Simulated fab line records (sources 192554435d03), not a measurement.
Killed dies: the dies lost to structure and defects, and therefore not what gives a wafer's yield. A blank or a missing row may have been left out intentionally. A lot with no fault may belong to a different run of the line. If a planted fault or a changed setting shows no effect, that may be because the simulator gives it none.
fab line records	flow n5_finfet
record lots=5	wafers=13	last_day=18
route steps=1938 shown BEOL_M4@1099 BEOL_M5@1112 BEOL_M6@1215 PASSIVATION@1936
lots that met no fault: taken from a fault-free run of the same line
start_h: hours from the record's first day to the start of the lot's first wafer shown	wait_h: how many hours have passed since the lot's step before this one	" identical to the entry in the row above	L1.1+2: one row covering several wafers at once	- no value present, or no start provided	* or withheld: withheld	< > ~ a bound
route shown NAME@n: names a module that has steps shown in the file, with the first one's number in the route	usual: mean and standard deviation over wafers with no fault	same: alike in all rows	chamber/n: place in a boat	sites: the reading at each site	_std_site: the values' standard deviation	_edge_site: mean of outer sites minus mean of inner sites	radius_mm: for every site, how far away it sits from the centre of the wafer	mask NAME#n: copy n	behind: tool/chamber where the wafer was last shaped	hold: why the lot was held/for how many hours/how that ended	device: which transistor (n, p or np) failed to switch	end of line: the tests these same wafers got at the end of their route	step lacking rows: just its recipe	killed: count of dies lost to structure and defects at first sort (not the wafer's yield)	map: a wafer's dies, marking killed ones x, the rest . and places with no die _
set.NAME: the setting that was run; set.NAME@STEP: the one run at that earlier step	model.NAME: the simulator's own value behind a step, which no gauge read
certain route steps with their lots: each step a table, each wafer a row
services: a tool's chamber out of use, with start hour (start_h, from the record's first day; less than 0 if before it), hours out, and reason
## steps
# step N5_BEOL_M4_ANNEAL_95
# recipe temp_c=400	time_s=240	ambient=vacuum
# step N5_BEOL_M4_SPUTTER_96
# recipe material=Cu	target_thk_a=45	temp_c=-20	chamber_pressure_pa=0.07	power_w=withheld	time_s=8.29
# step N5_BEOL_M4_ECD_50
# recipe material=Cu	target_thk_a=3000
# step N5_BEOL_M4_ANNEAL_51
# recipe temp_c=225	time_s=90	ambient=N2
# step N5_BEOL_M4_CMP_52
# recipe stop_on=SiOC	t_overpolish_s=6.8	down_force_psi=1	platen_rpm=50	clearing_platen_down_force_psi=1.5	clearing_platen_rpm=50	post_cmp_clean=cu_alkaline	target_thk_nm=40	clearing_platen_pad_velocity_m_s=0.99484	pad_velocity_m_s=0.99484
# step N5_BEOL_M4_PRE_CLEAN_60
# recipe gas=NH3/H2	time_s=15	temp_c=*	rf_power_w=300
# step N5_BEOL_M4_CO_CAP_55
# recipe material=Co	target_thk_a=20	temp_c=200	precursor=CCTBA/H2	pressure_torr=30	time_s=102.1
# step N5_BEOL_M4_PRE_CLEAN_56
# recipe gas=NH3	time_s=15	temp_c=withheld	rf_power_w=300
# step N5_BEOL_M4_DEP_57
# recipe material=SiCN	target_thk_a=80	temp_c=withheld	precursor=3MS/NH3	pressure_torr=3	rf_w=202	time_s=14
# step N5_BEOL_M4_RC_MEAS_101
# usual DIBL_N=36.1/2	DIBL_P=36.3/2.5	IOFF_N=0.16/0.037	IOFF_P=0.21/0.039	ION_N=678/15	ION_P=465/8.7	SS_N=71.4/0.7	SS_P=73.3/0.74	VT_N=249/3.6	VT_P=-250.0/2.9
lot.wafer	tool	chamber	start_h	wait_h	DIBL_N[mV/V]	DIBL_P[mV/V]	IOFF_N[nA/um]	IOFF_P[nA/um]	ION_N[uA/um]	ION_P[uA/um]	SS_N[mV/dec]	SS_P[mV/dec]	VT_N[mV]	VT_P[mV]
L557.1	prober-02	0	232.92	0.0	34.1	35.9	0.13	0.16	673	463	70.8	72.2	253	-254.6
L557.2	"	0	"	"	34.2	36.3	0.13	0.16	677	459	70.8	72.2	252	-255.3
L557.5	"	0	"	"	37.2	39.5	0.19	0.22	695	469	71.4	73.8	247	-253.5
L565.2	prober-02	0	284.11	0.2	37.8	39.4	0.20	0.21	685	459	71.8	73.6	243	-253.1
L565.4	"	0	"	"	35.1	36.4	0.14	0.18	683	468	71.0	73.1	250	-252.0
L565.6	"	0	"	"	32.7	32.8	0.12	0.14	663	449	70.2	72.4	252	-257.2
L564.1	prober-02	0	284.88	0.5	37.0	37.8	0.20	0.24	703	472	70.9	73.6	247	-248.4
L564.3	"	0	"	"	35.1	32.8	0.14	0.16	672	454	71.0	72.8	254	-252.4
L567.2	prober-02	0	301.57	0.2	36.1	35.3	0.17	0.19	689	466	71.4	72.7	245	-251.4
L567.4	"	0	"	"	37.1	37.4	0.18	0.23	698	464	71.7	73.4	248	-250.2
L571.1	prober-01	0	324.98	0.0	38.4	39.4	0.22	0.26	686	464	72.2	73.9	245	-245.6
L571.2	"	0	"	"	32.9	33.3	0.13	0.17	672	465	70.0	73.2	248	-249.2
L571.3	"	0	"	"	33.2	33.9	0.13	0.19	685	481	70.8	72.1	249	-251.4
# step N5_BEOL_M5_ILD_DEP_00
# recipe material=SiCOH_lowk	target_thk_a=1406.4	temp_c=300	precursor=DEMS/porogen	pressure_torr=5	rf_w=500	time_s=25.9
# step N5_BEOL_M5_CURE_79
# recipe temp_c=385	time_s=240	ambient=He/Ar	material=SiCOH_lowk
# step N5_BEOL_M5_PECVD_70
# recipe material=SiO2	target_thk_a=160	temp_c=400	precursor=TEOS/O2	pressure_torr=5.5	rf_w=450	teos_flow_sccm=53.8	gas=O2	flow_sccm=3000	time_s=18
# step N5_BEOL_M5_HM_DEP_02
# recipe material=TiN	target_thk_a=200	temp_c=25	chamber_pressure_pa=0.49996
# step N5_BEOL_M5_COAT_59
# recipe resist=SOC	temp_c=250	time_s=60	spin_rpm=1500	resist_thk_nm=60
# step N5_BEOL_M5_COAT_60
# recipe resist=SiARC	temp_c=220	time_s=60	spin_rpm=1500	resist_thk_nm=12
# step N5_BEOL_M5_COAT_71
# recipe resist=underlayer	temp_c=205	time_s=60	spin_rpm=1500	resist_thk_nm=5
# step N5_BEOL_M5_COAT_05
# recipe resist=CAR-EUV	spin_rpm=1500	resist_thk_nm=30
# step N5_BEOL_M5_EBR_07
# recipe solvent=PGMEA	ebr_width_mm=1.5
# step N5_BEOL_M5_SOFTBAKE_06
# recipe temp_c=110	time_s=60	resist=CAR-EUV
# step N5_BEOL_M5_EXPOSE_08
# recipe mask_id=M5	na=0.33	source_shape=annular	sigma_inner=0.4	sigma_outer=0.8	polarization=unpolarized	target_cd_nm=28	dose_mj=35.75
# step N5_BEOL_M5_PEB_09
# recipe peb_temp_c=100	peb_time_s=60	resist=CAR-EUV
# step N5_BEOL_M5_DEVELOP_10
# recipe develop_time_s=30	developer=TMAH	resist=CAR-EUV	rinse_liquid=surfactant_rinse	dry=air_spin	dev_temp_c=23
# step N5_BEOL_M5_DESCUM_16
# recipe chemistry=O2	time_s=7	source_power_w=50	bias_power_w=20	pressure_mtorr=20	rf_frequency_hz=2.712e+07	temp_c=40	resist=CAR-EUV	o2_flow_sccm=225
# step N5_BEOL_M5_ETCH_72
# recipe chemistry=N2/H2	target=underlayer	target_depth_a=65	mask_material=CAR-EUV	time_s=5.2	ion_energy_ev=200	pressure_mtorr=30	source_w=840	bias_w=150	n2_flow_sccm=200	h2_flow_sccm=200	ends=cleared
# step N5_BEOL_M5_ETCH_61
# recipe chemistry=CF4	target=SiARC	target_depth_a=156	mask_material=CAR-EUV	time_s=26	ion_energy_ev=80	pressure_mtorr=40	source_w=545	bias_w=36	Ar_flow_sccm=100	cf4_flow_sccm=100	ends=cleared
# step N5_BEOL_M5_ETCH_62
# recipe chemistry=N2/H2	target=SOC	target_depth_a=750	overetch_a=150	mask_material=SiARC	temp_c=40	time_s=112.5	ion_energy_ev=200	pressure_mtorr=30	source_w=840	bias_w=150	n2_flow_sccm=200	h2_flow_sccm=200
# step N5_BEOL_M5_STRIP_63
# recipe chemistry=N2/H2	temp_c=40	n2_flow_sccm=200	h2_flow_sccm=200	rf_frequency_hz=6e+07
# step N5_BEOL_M5_STRIP_73
# recipe chemistry=N2/H2	temp_c=40	n2_flow_sccm=200	h2_flow_sccm=200	rf_frequency_hz=6e+07
# step N5_BEOL_M5_STRIP_64
# recipe chemistry=CF4	resist=SiARC	power_w=300	bias_power_w=75	pressure_mtorr=50	cf4_flow_sccm=150	rf_frequency_hz=6e+07
# step N5_BEOL_M5_HM_OPEN_17
# recipe chemistry=Cl2/BCl3	target_depth_a=200	overetch_a=60	target=TiN	mask_material=SOC	ion_energy_ev=150	pressure_mtorr=10	icp_w=1000	bias_w=126	Cl2_flow_sccm=53.25	bcl3_flow_sccm=21.75	Ar_flow_sccm=25
# step N5_BEOL_M5_STRIP_19
# recipe chemistry=O2	power_w=400	temp_c=40	pressure_mtorr=30	rf_frequency_hz=6e+07	bias_power_w=0	overash_fraction=0.2	o2_flow_sccm=225
# step N5_BEOL_M5_COAT_65
# recipe resist=SOC	temp_c=250	time_s=60	spin_rpm=1500	resist_thk_nm=60
# step N5_BEOL_M5_COAT_66
# recipe resist=SiARC	temp_c=220	time_s=60	spin_rpm=1500	resist_thk_nm=12
# step N5_BEOL_M6_HM_OPEN_17
# recipe chemistry=Cl2/BCl3	target_depth_a=200	overetch_a=60	target=TiN	mask_material=SOC	ion_energy_ev=150	pressure_mtorr=10	icp_w=1000	bias_w=126	Cl2_flow_sccm=53.25	bcl3_flow_sccm=21.75	Ar_flow_sccm=25
# usual bcl3_flow_sccm=21.75/0.067	drypump_motor_current_A=5.59/0.25	oes_ar_750_au=0.85/0.1	oes_product_au=0.73/0.082	throttle_valve_pct=22.35/0.24
lot.wafer	tool	chamber	start_h	wait_h	bcl3_flow_sccm	drypump_motor_current_A	oes_ar_750_au	oes_product_au	rf_hours_counter_h	throttle_valve_pct	model.SOC_of_BEOL_M6_COAT_59.thk_nm	model.etch.depth_nm
L557.1	rie_metal-02	0	246.62	0.0	21.67	5.28	0.96	0.84	0	22.01	92.4	20.28
L557.2	"	1	"	"	21.65	5.81	0.91	0.77	10	22.29	92.2	20.58
L557.5	"	1	"	"	21.65	5.82	0.91	0.77	-	22.32	91.8	20.32
L564.1	rie_metal-02	0	299.57	0.0	21.66	5.28	0.90	0.77	6	22.03	92.8	19.99
L564.3	"	1	"	"	21.76	5.81	0.88	0.72	-	22.37	94.6	18.57
L565.2	rie_metal-02	0	299.82	0.0	21.81	5.29	0.90	0.77	6	22.02	92.4	20.07
L565.4	"	1	"	"	21.85	5.79	0.88	0.71	-	22.36	94.2	18.64
L565.6	"	1	"	"	21.87	5.79	0.87	0.73	-	22.32	92	19.78
L567.2	rie_metal-02	0	317.93	0.0	21.78	5.27	0.89	0.76	8	22.00	92.4	20.3
L567.4	"	1	"	"	21.82	5.78	0.87	0.70	-	22.37	94.4	18.4
L571.1	rie_metal-03	0	341.46	0.0	21.86	5.98	0.94	0.82	5	22.27	92.4	20.63
L571.2	"	1	"	"	21.81	5.47	0.70	0.62	58	22.30	92.4	20.63
L571.3	"	1	"	"	21.83	5.44	0.71	0.62	-	22.32	92	20.26
# step N5_BEOL_M6_OCD_MEAS_38
# usual trench_depth_nm=95.2/1.8
lot.wafer	tool	chamber	start_h	wait_h	trench_depth_nm
L557.1	ocd-01	-	249.46	-	91.7
L557.2	"	-	"	"	95.0
L557.5	"	-	"	"	95.4
L564.1	ocd-02	-	301.21	-	95.0
L564.3	"	-	"	"	82.9
L565.2	ocd-01	-	301.41	-	94.8
L565.4	"	-	"	"	87.8
L565.6	"	-	"	"	94.9
L567.2	ocd-01	-	321.28	-	94.0
L567.4	"	-	"	"	79.7
L571.1	ocd-01	-	343.10	-	95.9
L571.2	"	-	"	"	95.3
L571.3	"	-	"	"	95.6
# step N5_PASSIVATION_PROBE_49
# usual defect_limited_yield=91.1/1.3	killed_at_M0_to_M3=32/9.7	killed_at_M4_up=16/6	killed_at_contacts=12/5.9	killed_at_front_end=41/11	killed_at_other=4/3.1	killed_dies=104/16	killed_on_rim=14/4	killed_open=68/12	killed_short=34/7.4	sort_bin_5_function=5.1/0.85	sort_bin_6_memory=3.3/0.66	sort_n_pass=1075/16	sort_yield_pct=91.1/1.4
# same gross_dies=1180	killed_at_back_side=0	sort_bin_4_leakage[%]=0	sort_bin_8_speed[%]=0
lot.wafer	tool	chamber	start_h	wait_h	defect_limited_yield[%]	killed_at_M0_to_M3	killed_at_M4_up	killed_at_contacts	killed_at_front_end	killed_at_other	killed_dies	killed_on_rim	killed_open	killed_short	sort_bin_5_function[%]	sort_bin_6_memory[%]	sort_n_pass	sort_yield_pct[%]
L557.1	prober-01	-	332.20	0.0	92.9	17	10	21	32	4	84	11	46	37	4.0	2.7	1096	92.9
L557.2	prober-01	-	332.25	0.1	91.8	32	12	17	34	2	97	11	51	40	4.5	3.1	1083	91.8
L557.5	prober-01	-	332.40	0.2	89.2	27	19	21	58	3	128	18	79	47	6.1	4.2	1052	89.2
L565.2	prober-02	-	394.70	0.1	91.4	34	16	10	40	1	101	15	74	26	4.9	3.5	1079	91.4
L565.4	prober-02	-	394.80	0.2	84.7	35	93	20	31	1	180	36	58	32	13.1	1.9	1000	84.7
L565.6	prober-02	-	394.90	0.3	93.1	12	21	12	35	2	82	11	62	18	4.2	2.5	1098	93.1
L564.1	prober-02	-	398.95	0.0	89.7	44	12	16	47	2	121	14	83	38	6.0	4.0	1059	89.7
L564.3	prober-02	-	399.05	0.1	80.8	40	135	5	41	5	226	28	66	40	15.4	3.2	954	80.8
L567.2	prober-01	-	412.99	0.1	91.8	28	11	20	34	4	97	11	71	26	5.3	2.8	1083	91.8
L567.4	prober-01	-	413.09	0.2	73.0	37	225	11	42	4	319	33	67	30	22.5	3.4	861	73.0
L571.1	prober-01	-	430.47	0.0	90.1	37	13	16	34	17	117	15	80	37	6.4	3.2	1063	90.1
L571.2	prober-01	-	430.52	0.1	90.8	22	21	10	48	8	109	17	57	45	5.6	2.7	1071	90.8
L571.3	prober-01	-	430.57	0.1	90.7	36	16	12	36	10	110	14	72	38	5.2	3.7	1070	90.7
# killed by level:class
L557.1 MOL_CONTACT_COAG:geometric_particle:open=16 FIN_SAQP:geometric_particle:short=10 FIN_SAQP:geometric_particle:open=7 BEOL_M0_SAQP:geometric_particle:short=6 MOL_CONTACT_COAG:geometric_particle:short=5 ILD0:geometric_particle:open=3 BEOL_M1:geometric_particle:short=3 PASS1_CAP:geometric_particle:short=3
L557.2 FIN_SAQP:geometric_particle:short=15 MOL_CONTACT_COAG:geometric_particle:open=13 BEOL_M0_SAQP:geometric_particle:open=7 BEOL_M5:geometric_particle:open=6 BEOL_M1:geometric_particle:open=6 BEOL_M0_SAQP:geometric_particle:short=5 MOL_CONTACT_COAG:geometric_particle:short=4 BEOL_M2:geometric_particle:open=4
L557.5 FIN_SAQP:geometric_particle:short=17 FIN_SAQP:geometric_particle:open=16 MOL_CONTACT_COAG:geometric_particle:open=16 BEOL_M3:geometric_particle:open=11 BEOL_M5:geometric_particle:open=7 DUMMY_GATE:geometric_particle:open=5 GATE_CUT:geometric_particle:short=5 MOL_CONTACT_COAG:geometric_particle:short=5
L565.2 STI_FIN_REVEAL:geometric_particle:open=12 FIN_SAQP:geometric_particle:open=10 MOL_CONTACT_COAG:geometric_particle:open=10 BEOL_M0_SAQP:geometric_particle:open=8 BEOL_M0:geometric_particle:open=8 BEOL_M0_SAQP:geometric_particle:short=6 BEOL_M4:geometric_particle:open=5 BEOL_M0:geometric_particle:short=5
L565.4 BEOL_M6:area_open=88 MOL_CONTACT_COAG:geometric_particle:open=17 BEOL_M0_SAQP:geometric_particle:open=8 FIN_SAQP:geometric_particle:open=6 GATE_CUT:geometric_particle:short=6 BEOL_M2:geometric_particle:open=5 BEOL_M3:geometric_particle:open=5 STI_FIN_REVEAL:geometric_particle:open=4
L565.6 STI_FIN_REVEAL:geometric_particle:open=12 BEOL_M4:geometric_particle:open=11 MOL_CONTACT_COAG:geometric_particle:open=10 FIN_SAQP:geometric_particle:open=6 BEOL_M0_SAQP:geometric_particle:short=6 DUMMY_GATE:geometric_particle:open=5 BEOL_M2:geometric_particle:open=5 FIN_CUT:geometric_particle:short=2
L564.1 FIN_SAQP:geometric_particle:open=19 MOL_CONTACT_COAG:geometric_particle:open=12 BEOL_M0_SAQP:geometric_particle:open=12 BEOL_M2:geometric_particle:open=11 BEOL_M0_SAQP:geometric_particle:short=10 FIN_SAQP:geometric_particle:short=9 BEOL_M4:geometric_particle:open=8 DUMMY_GATE:geometric_particle:open=5
L564.3 BEOL_M6:area_open=119 FIN_SAQP:geometric_particle:short=13 FIN_SAQP:geometric_particle:open=12 BEOL_M2:geometric_particle:open=11 BEOL_M0_SAQP:geometric_particle:open=8 BEOL_M0_SAQP:geometric_particle:short=8 STARTING-WAFER:geometric_particle:short=5 GATE_CUT:geometric_particle:short=4
L567.2 MOL_CONTACT_COAG:geometric_particle:open=20 FIN_SAQP:geometric_particle:open=8 FIN_SAQP:geometric_particle:short=6 STI_FIN_REVEAL:geometric_particle:open=5 BEOL_M0_SAQP:geometric_particle:short=5 BEOL_M0_SAQP:geometric_particle:open=5 BEOL_M0:geometric_particle:open=5 DUMMY_GATE:geometric_particle:open=4
L567.4 BEOL_M6:area_open=211 MOL_CONTACT_COAG:geometric_particle:open=10 BEOL_M1:geometric_particle:open=10 HKMG_FIN:area_etch=10 FIN_SAQP:geometric_particle:open=7 DUMMY_GATE:geometric_particle:open=7 BEOL_M3:geometric_particle:open=7 BEOL_M0_SAQP:geometric_particle:short=6
L571.1 MOL_CONTACT_COAG:geometric_particle:open=12 FIN_SAQP:geometric_particle:open=9 BEOL_M0_SAQP:geometric_particle:open=9 BEOL_M4:geometric_particle:open=6 BEOL_M2:geometric_particle:short=6 BEOL_M2:geometric_particle:open=6 PASS1_CAP:geometric_particle:short=6 STARTING-WAFER:geometric_particle:open=6
L571.2 FIN_SAQP:geometric_particle:open=10 BEOL_M4:geometric_particle:open=9 FIN_SAQP:geometric_particle:short=8 HKMG_FIN:area_etch=7 MOL_CONTACT_COAG:geometric_particle:open=6 STI_FIN_REVEAL:geometric_particle:open=5 BEOL_M1:geometric_particle:short=5 BEOL_M4:geometric_particle:short=5
L571.3 STI_FIN_REVEAL:geometric_particle:open=12 MOL_CONTACT_COAG:geometric_particle:open=9 FIN_SAQP:geometric_particle:open=7 BEOL_M1:geometric_particle:open=7 BEOL_M2:geometric_particle:open=6 BEOL_M3:geometric_particle:short=6 FIN_SAQP:geometric_particle:short=5 BEOL_M0_SAQP:geometric_particle:open=5
# map L564.3 (x killed, . not)
_________________.......xx...________________
______________...x..........x..x_____________
___________x...x.......x.x..x.x.x..__________
__________....x.....x.x.xx..x..xx.x._________
________........x......x.x.xxxxxx....._______
_______.........x..xx.......x.xxxx.xx..______
______..............xx........x.x......._____
_____x......x................x.x.xx......____
____.x..x........x.x.........xx...x....x..___
___............xx.x..x...........xx........__
___..x...x...........x..............x.x....__
__x.x..........xx......x........x....x....x._
__...x..xx...........x..x.x.xx......x.x....._
_........x....xxx........x...x....xx..x.x.x..
_x...x.................x...........x.x......x
_..............xx......xx.x....xx.....xx..xx.
_..x...........x........x......x..x.xx.xxx.x.
_......x..x........x.......x.....x..xxx.xx.x.
_x...x.........x..........x.xx..x.x..x.......
_x..x....x..xxx...x...x.....x.x..xxxx........
_x.........x.x.x...........x..xxxx...........
__x.x.x..x....x.............x..x...x....x..._
__........x.x...............x...x.......x..._
___..x.x...............x....xx.x.x........x__
___.x..x.x.................xxxxx...x.......__
____.xx..................x.x..x...........___
_____....................x....xx...x.....____
______........x............x...........x_____
_______.....x..........................______
________x.........................x..x_______
__________xx...........x...x...xx..._________
___________......x.........x.......__________
______________..............xx.._____________
_________________............________________
# map L565.4 (x killed, . not)
_________________............________________
______________...x......x......._____________
___________..................x.....__________
__________.......x..........x...x.x._________
________......................xxx..xx._______
_______....x.......x.x...........xx....______
______........x...x....................._____
_____........................x..xx.......____
____.x............x...x...x...............___
___x.......................................__
___...........x.....x.....x...xx...........__
__..........................x..............._
__....x...................................xx_
_x.......................x.............x.x...
_.xx.....x.x...........x.....x...x...........
_..x.x...................x.x......x.........x
_............x.......x..................x....
_..x.............x.....x.....x........x...x..
_..........x.......x..xx......xx...x..x....x.
_...x.........x.....................x.....x..
_xx..x...........xx...x.....x................
__.x.x.x.............x..................x..x_
__xxx......x............x..................._
___.......xx.....x...x.............x....x.x__
___xxx..x..x.......x................xx....x__
____....x..x.............x....x.....x.....___
_____.......xxx....................x.....____
______x..x........x....x.x.......x..x..._____
_______xxx........xx...........x.......______
________x..x.xxx.x.xxxx...x..x...x.x.._______
__________.x...xxx......x.xx..x..x.._________
___________...x.xxx....xxxxxx.x....__________
______________xxxx....x.xx.x.xx._____________
_________________xxx...x....x________________
## services
tool	chamber	start_h	hours	kind
rie_metal-02	0	223.46	-	clean
rie_metal-02	0	223.46	20.6	scheduled_down
rie_metal-02	0	223.46	20.6	vent_cycle
rie_metal-03	0	243.12	-	clean
rie_metal-03	0	243.12	20.8	scheduled_down
rie_metal-03	0	243.12	20.8	vent_cycle
rie_metal-03	-	295.92	14.6	pm
rie_metal-03	-	337.52	1.8	repair
## key
first_sign step=N5_BEOL_M6_OCD_MEAS_38	reading=trench_depth_nm	direction=down	sigmas=6.5	usual=95.2	struck=83.5
effect step=N5_PASSIVATION_PROBE_49	reading=killed_at_M4_up	direction=up	sigmas=23	usual=16	struck=151
model_effect step=N5_BEOL_M6_HM_OPEN_17	value=SOC_of_BEOL_M6_COAT_59.thk_nm	without=92	struck=94.4
more_kills_born_at N5_BEOL_M6_HM_OPEN_17@rie_metal-02=418
met_at N5_BEOL_M6_HM_OPEN_17
struck_wafers L564.3,L565.4,L567.4
baseline_loss step=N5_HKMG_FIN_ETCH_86	wafers=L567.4
onset_between 246.62 299.57
fault kind=process_parameter_drift	tool=rie_metal-02	chamber=-	onset_h=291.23	steps=N5_BEOL_M6_HM_OPEN_17	channel=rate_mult	offset=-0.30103	shape=step	end_h=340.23	scope=struck_wafers_only
# baseline_loss: these wafers lose ten dies or more at that step, a loss of the line's own and not of a fault; the sort's usual values leave them out
